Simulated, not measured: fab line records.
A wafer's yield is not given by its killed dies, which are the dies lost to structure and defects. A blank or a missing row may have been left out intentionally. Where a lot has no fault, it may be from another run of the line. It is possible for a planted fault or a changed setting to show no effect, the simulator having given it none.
Lot-split experiment / flow n5Finfet / 21 wafers read across 7 lots, on a route 1938 steps long

== THE SPLIT ITSELF ==
At N5_BEOL_M4_ILD_DEP_00 (deposits SiOC from DEMS/O2, target thk 79 nm, time 15.3 s), the setting timeS was moved away from the recipe's 15.3 s on 10 of the 21 wafers read, by -11.7% to +14.6%. The other wafers ran this setting at the recipe's value.

There is no step in the file separating the split from the reading.

== THE READING ==
M4_ILD_THK in nanometres, read at N5_BEOL_M4_THK_MEAS_01. A value of 79.1 nm with a standard deviation of 0.94 nm is what fault-free wafers of this fab line usually give.

wafer=L076.2; tool, chamber at the split=pecvd-04, 2; timeS as run, s=15.3; against the recipe=recipe; M4_ILD_THK, nm=77.7; against lot-mates on the recipe=-
wafer=L076.4; tool, chamber at the split=pecvd-04, 1; timeS as run, s=13.51; against the recipe=-11.7%; M4_ILD_THK, nm=69.7; against lot-mates on the recipe=-8.0
wafer=L076.6; tool, chamber at the split=pecvd-04, 2; timeS as run, s=13.51; against the recipe=-11.7%; M4_ILD_THK, nm=70.2; against lot-mates on the recipe=-7.5
wafer=L077.2; tool, chamber at the split=pecvd-02, 1; timeS as run, s=17.39; against the recipe=+13.7%; M4_ILD_THK, nm=89.2; against lot-mates on the recipe=+9.3
wafer=L077.3; tool, chamber at the split=pecvd-02, 1; timeS as run, s=15.3; against the recipe=recipe; M4_ILD_THK, nm=79.9; against lot-mates on the recipe=-
wafer=L077.5; tool, chamber at the split=pecvd-02, 1; timeS as run, s=17.39; against the recipe=+13.7%; M4_ILD_THK, nm=90.0; against lot-mates on the recipe=+10.1
wafer=L078.1; tool, chamber at the split=pecvd-04, 2; timeS as run, s=17.53; against the recipe=+14.6%; M4_ILD_THK, nm=87.9; against lot-mates on the recipe=+8.4
wafer=L078.3; tool, chamber at the split=pecvd-04, 0; timeS as run, s=17.53; against the recipe=+14.6%; M4_ILD_THK, nm=88.8; against lot-mates on the recipe=+9.3
wafer=L078.5; tool, chamber at the split=pecvd-04, 2; timeS as run, s=15.3; against the recipe=recipe; M4_ILD_THK, nm=79.5; against lot-mates on the recipe=-
wafer=L079.3; tool, chamber at the split=pecvd-02, 0; timeS as run, s=15.3; against the recipe=recipe; M4_ILD_THK, nm=79.7; against lot-mates on the recipe=-
wafer=L079.4; tool, chamber at the split=pecvd-02, 1; timeS as run, s=15.3; against the recipe=recipe; M4_ILD_THK, nm=80.4; against lot-mates on the recipe=-
wafer=L079.6; tool, chamber at the split=pecvd-02, 1; timeS as run, s=15.3; against the recipe=recipe; M4_ILD_THK, nm=79.7; against lot-mates on the recipe=-
wafer=L083.2; tool, chamber at the split=pecvd-04, 1; timeS as run, s=15.3; against the recipe=recipe; M4_ILD_THK, nm=77.9; against lot-mates on the recipe=-
wafer=L083.3; tool, chamber at the split=pecvd-04, 2; timeS as run, s=14.41; against the recipe=-5.8%; M4_ILD_THK, nm=73.5; against lot-mates on the recipe=-4.4
wafer=L083.6; tool, chamber at the split=pecvd-04, 0; timeS as run, s=14.41; against the recipe=-5.8%; M4_ILD_THK, nm=75.3; against lot-mates on the recipe=-2.6
wafer=L093.2; tool, chamber at the split=pecvd-04, 0; timeS as run, s=15.3; against the recipe=recipe; M4_ILD_THK, nm=79.0; against lot-mates on the recipe=-
wafer=L093.4; tool, chamber at the split=pecvd-04, 2; timeS as run, s=15.3; against the recipe=recipe; M4_ILD_THK, nm=80.4; against lot-mates on the recipe=-
wafer=L093.6; tool, chamber at the split=pecvd-04, 0; timeS as run, s=14.25; against the recipe=-6.9%; M4_ILD_THK, nm=73.7; against lot-mates on the recipe=-6.0
wafer=L096.2; tool, chamber at the split=pecvd-01, 0,1; timeS as run, s=15.3; against the recipe=recipe; M4_ILD_THK, nm=78.9; against lot-mates on the recipe=-
wafer=L096.3; tool, chamber at the split=pecvd-01, 0,1; timeS as run, s=15.3; against the recipe=recipe; M4_ILD_THK, nm=78.8; against lot-mates on the recipe=-
wafer=L096.6; tool, chamber at the split=pecvd-01, 1; timeS as run, s=16.79; against the recipe=+9.7%; M4_ILD_THK, nm=87.9; against lot-mates on the recipe=+9.1
Where a row lists several chambers, the file gives one row for several wafers and doesn't say which wafer went through which chamber.

FIT RESULTS
A straight line over all 21 wafers: M4_ILD_THK changes by +0.741 nm for each +1% of timeS; r = +0.99; the points scatter about the line by 1 nm.
The same after taking each lot's own level away (the mean of its wafers on the recipe; 21 wafers): +0.681 nm for each +1%; r = +0.99; scatter 0.87 nm.
Per that fit: largest timeS move, reading shift of 9.9 nm.
The span of the lots' own levels, 77.70 to 79.93 nm, comes to 2.4 times the standard deviation stated above.
Hence the lot-to-lot level has little effect on the slope; both slopes agree.
Check: +10.4 nm against its lot-mates is what the line predicts for one of the wafers moved furthest among these (+14.6%) when that wafer is left out of the fit. Against them it came out at +8.4 nm.

== OTHER SPLITS ON THESE WAFERS ==
Note: prior to the reading, these wafers also went through further splits. Each is held against what the fit with the lots' levels taken away leaves over:
other split on the same wafers=N5_BEOL_M2_COAT_05 spinRpm; wafers away from the commonest value=4; r with M4_ILD_THK (lot level and that fit taken away)=+0.11
other split on the same wafers=N5_BEOL_M3_TRENCH_ETCH_37 biasW; wafers away from the commonest value=4; r with M4_ILD_THK (lot level and that fit taken away)=-0.10

== THE WHOLE CHAIN: every reading that the file lists as answering this split, in the file's order ==
step=N5_BEOL_M4_ILD_DEP_00; what it does=deposits SiOC from DEMS/O2, target thk 79 nm, time 15.3 s; reading=SiOC_of_BEOL_M4_ILD_DEP_00.thkNm (the simulator's own value, which no gauge read); change (the file's fit)=+0.706 nm for each +1% of the setting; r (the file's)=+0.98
step=N5_BEOL_M4_THK_MEAS_01; what it does=; reading=M4_ILD_THK; change (the file's fit)=+0.704 for each +1% of the setting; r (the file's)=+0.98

== FILE'S OWN FIT ==
M4_ILD_THK changes by +0.704 nm for each +1% of timeS, r = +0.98.
